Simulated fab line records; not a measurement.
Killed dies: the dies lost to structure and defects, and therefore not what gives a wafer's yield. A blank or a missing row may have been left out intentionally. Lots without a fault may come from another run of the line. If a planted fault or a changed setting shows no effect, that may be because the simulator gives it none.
Lot-split experiment / flow n5-finfet / 21 wafers read from 7 lots, route of 1938 steps

## ON THE SPLIT
At N5_DUMMY_GATE_EXPOSE_12 (exposes mask GATE, target cd 25 nm), the setting dose-mj was moved away from the recipe's 34 on 8 of the 21 wafers read, by -4.4% to +7.3%. For the rest of the wafers, this setting stayed at what the recipe calls for.

## FROM THE SPLIT TO THE READING: what the file shows between them, 2 steps
- N5_DUMMY_GATE_PEB_13: peb time 60 s
- N5_DUMMY_GATE_DEVELOP_14: develop time 30 s

## THE READING
Shown in nm: cd-nm at N5_DUMMY_GATE_CD_MEAS_15, with target cd 25.8 nm. On this fab line, fault-free wafers typically give 25.00 nm with a standard deviation of 0.24 nm.

wafer=L080.2; tool, chamber at the split=euv-scanner-01, 0; dose-mj as run=36.47; against the recipe=+7.3%; cd-nm, nm=23.26; against lot-mates on the recipe=-1.77
wafer=L080.3; tool, chamber at the split=euv-scanner-01, 0; dose-mj as run=34; against the recipe=recipe; cd-nm, nm=25.03; against lot-mates on the recipe=-
wafer=L080.6; tool, chamber at the split=euv-scanner-01, 0; dose-mj as run=36.47; against the recipe=+7.3%; cd-nm, nm=23.57; against lot-mates on the recipe=-1.46
wafer=L084.1; tool, chamber at the split=euv-scanner-01, 0; dose-mj as run=34; against the recipe=recipe; cd-nm, nm=25.11; against lot-mates on the recipe=-
wafer=L084.4; tool, chamber at the split=euv-scanner-01, 0; dose-mj as run=34; against the recipe=recipe; cd-nm, nm=24.74; against lot-mates on the recipe=-
wafer=L084.5; tool, chamber at the split=euv-scanner-01, 0; dose-mj as run=34; against the recipe=recipe; cd-nm, nm=24.62; against lot-mates on the recipe=-
wafer=L086.2; tool, chamber at the split=euv-scanner-01, 0; dose-mj as run=36.19; against the recipe=+6.4%; cd-nm, nm=24.38; against lot-mates on the recipe=-0.63
wafer=L086.3; tool, chamber at the split=euv-scanner-01, 0; dose-mj as run=34; against the recipe=recipe; cd-nm, nm=25.01; against lot-mates on the recipe=-
wafer=L086.5; tool, chamber at the split=euv-scanner-01, 0; dose-mj as run=36.19; against the recipe=+6.4%; cd-nm, nm=24.07; against lot-mates on the recipe=-0.94
wafer=L087.4; tool, chamber at the split=euv-scanner-02, 0; dose-mj as run=34; against the recipe=recipe; cd-nm, nm=25.00; against lot-mates on the recipe=-
wafer=L087.5; tool, chamber at the split=euv-scanner-02, 0; dose-mj as run=34; against the recipe=recipe; cd-nm, nm=25.26; against lot-mates on the recipe=-
wafer=L087.6; tool, chamber at the split=euv-scanner-02, 0; dose-mj as run=32.88; against the recipe=-3.3%; cd-nm, nm=25.26; against lot-mates on the recipe=+0.13
wafer=L088.1; tool, chamber at the split=euv-scanner-01, 0; dose-mj as run=34; against the recipe=recipe; cd-nm, nm=24.67; against lot-mates on the recipe=-
wafer=L088.4; tool, chamber at the split=euv-scanner-01, 0; dose-mj as run=34; against the recipe=recipe; cd-nm, nm=25.10; against lot-mates on the recipe=-
wafer=L088.5; tool, chamber at the split=euv-scanner-01, 0; dose-mj as run=35.44; against the recipe=+4.2%; cd-nm, nm=24.19; against lot-mates on the recipe=-0.70
wafer=L091.1; tool, chamber at the split=euv-scanner-01, 0; dose-mj as run=34; against the recipe=recipe; cd-nm, nm=25.48; against lot-mates on the recipe=-
wafer=L091.3; tool, chamber at the split=euv-scanner-01, 0; dose-mj as run=34; against the recipe=recipe; cd-nm, nm=25.32; against lot-mates on the recipe=-
wafer=L091.6; tool, chamber at the split=euv-scanner-01, 0; dose-mj as run=34; against the recipe=recipe; cd-nm, nm=25.09; against lot-mates on the recipe=-
wafer=L096.1; tool, chamber at the split=euv-scanner-02, 0; dose-mj as run=32.52; against the recipe=-4.4%; cd-nm, nm=25.91; against lot-mates on the recipe=+0.75
wafer=L096.5; tool, chamber at the split=euv-scanner-02, 0; dose-mj as run=32.52; against the recipe=-4.4%; cd-nm, nm=26.19; against lot-mates on the recipe=+1.03
wafer=L096.6; tool, chamber at the split=euv-scanner-02, 0; dose-mj as run=34; against the recipe=recipe; cd-nm, nm=25.16; against lot-mates on the recipe=-

THE FIT
A straight line over all 21 wafers: cd-nm changes by -0.186 nm for each +1% of dose-mj; r = -0.92; the points scatter about the line by 0.29 nm.
The same after taking each lot's own level away (the mean of its wafers on the recipe; 21 wafers): -0.175 nm for each +1%; r = -0.93; scatter 0.25 nm.
On that fit, the largest move of dose-mj shifts the reading by 1.3 nm.
The lots' own levels span 24.823 to 25.297 nm, that is 2.0 times the standard deviation above.
The two slopes are in agreement: the lot-to-lot level therefore moves the slope only a little.
Check: for one of the wafers moved furthest among these (+7.3%), held out of the fit, the line's prediction against its lot-mates is -1.14 nm. It came out at -1.77 nm against them.

## OTHER SPLITS ON THESE WAFERS
These wafers also went through other splits before the reading. Each is held against what the fit with the lots' levels taken away leaves over:
other split on the same wafers=N5_WELL_APT_PEB_06 peb-time-s; wafers away from the commonest value=8; r with cd-nm (lot level and that fit taken away)=+0.28
other split on the same wafers=N5_WELL_APT_DEVELOP_07 develop-time-s; wafers away from the commonest value=4; r with cd-nm (lot level and that fit taken away)=+0.28
other split on the same wafers=N5_FIN_SAQP_EXPOSE_13 dose-mj; wafers away from the commonest value=5; r with cd-nm (lot level and that fit taken away)=-0.34
other split on the same wafers=N5_FIN_SAQP_DEVELOP_15 develop-time-s; wafers away from the commonest value=6; r with cd-nm (lot level and that fit taken away)=+0.36
other split on the same wafers=N5_DUMMY_GATE_COAT_28 spin-rpm; wafers away from the commonest value=7; r with cd-nm (lot level and that fit taken away)=-0.02

## THE WHOLE CHAIN: every reading that the file lists as answering this split, in the file's order
step=N5_DUMMY_GATE_CD_MEAS_15; what it does=target cd 25.8 nm; reading=cd-nm; change (the file's fit)=-0.169 nm for each +1% of the setting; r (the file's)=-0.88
step=N5_DUMMY_GATE_TRIM_49; what it does=chemistry O2, time 29 s, target cd 14 nm; reading=DUMMY_GATE.cd-nm (the simulator's own value, which no gauge read); change (the file's fit)=-0.187 nm for each +1% of the setting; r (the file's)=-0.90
step=N5_DUMMY_GATE_ETCH_44; what it does=etches poly-Si in HBr/O2, stops on SiO2, target depth 127.5 nm; reading=DUMMY_GATE.cd-nm (the simulator's own value, which no gauge read); change (the file's fit)=-0.17 nm for each +1% of the setting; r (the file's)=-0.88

## THE FILE'S OWN FIT
cd-nm changes by -0.169 nm for each +1% of dose-mj, r = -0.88.
